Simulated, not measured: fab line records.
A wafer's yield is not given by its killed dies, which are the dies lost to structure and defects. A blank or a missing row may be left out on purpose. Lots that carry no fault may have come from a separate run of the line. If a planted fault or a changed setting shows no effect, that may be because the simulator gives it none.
Chamber matching + flow nand harc + NHARC_P_M1_STRIP_18 on rie diel-03 has 4 sister chambers
The step strips in N2/H2. 4 wafers are shown with their chamber, then 9 later ones without.

## WAFERS PAIRED WITH THEIR CHAMBERS
| wafer  | chamber | drypump motor current A (A) |
|--------|---------|-----------------------------|
| L827.5 | 0       | 5.7                         |
| L837.1 | 3       | 6.1                         |
| L837.2 | 1       | 5.7                         |
| L837.5 | 2       | 5.0                         |

## WAFERS WITH NO CHAMBER GIVEN
| wafer  | drypump motor current A (A) |
|--------|-----------------------------|
| L840.1 | 5.0                         |
| L840.3 | 5.8                         |
| L840.5 | 5.0                         |
| L839.2 | 5.0                         |
| L839.4 | 6.1                         |
| L839.6 | 5.7                         |
| L842.2 | 6.1                         |
| L842.3 | 5.8                         |
| L842.6 | 6.1                         |

## CHAMBER TAKEN BY EACH
| wafer  | from the rows above     | in truth |
|--------|-------------------------|----------|
| L840.1 | 2                       | 2        |
| L840.3 | can't be placed: 0 or 1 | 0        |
| L840.5 | 2                       | 2        |
| L839.2 | 2                       | 2        |
| L839.4 | 3                       | 3        |
| L839.6 | can't be placed: 0 or 1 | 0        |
| L842.2 | 3                       | 3        |
| L842.3 | can't be placed: 0 or 1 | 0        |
| L842.6 | 3                       | 3        |
6 of 9 placed correctly. Can't be placed from these rows: 3 (the true chamber is among the candidates in 3). Number placed wrongly: 0.
How it was worked out, from the rows above alone: a wafer's distance from a chamber is the root of the sum, over the readings, of the square of ((its reading less the chamber's mean) divided by the reading's scatter). If the next closest chamber is less than 2 further off than the closest, the wafer can't be placed; otherwise it belongs to the closest. For every chamber, the mean is computed from those of its wafers that are shown. The scatter: root of mean squared gap, hidden wafer to nearest shown wafer, with one shown wafer a chamber.
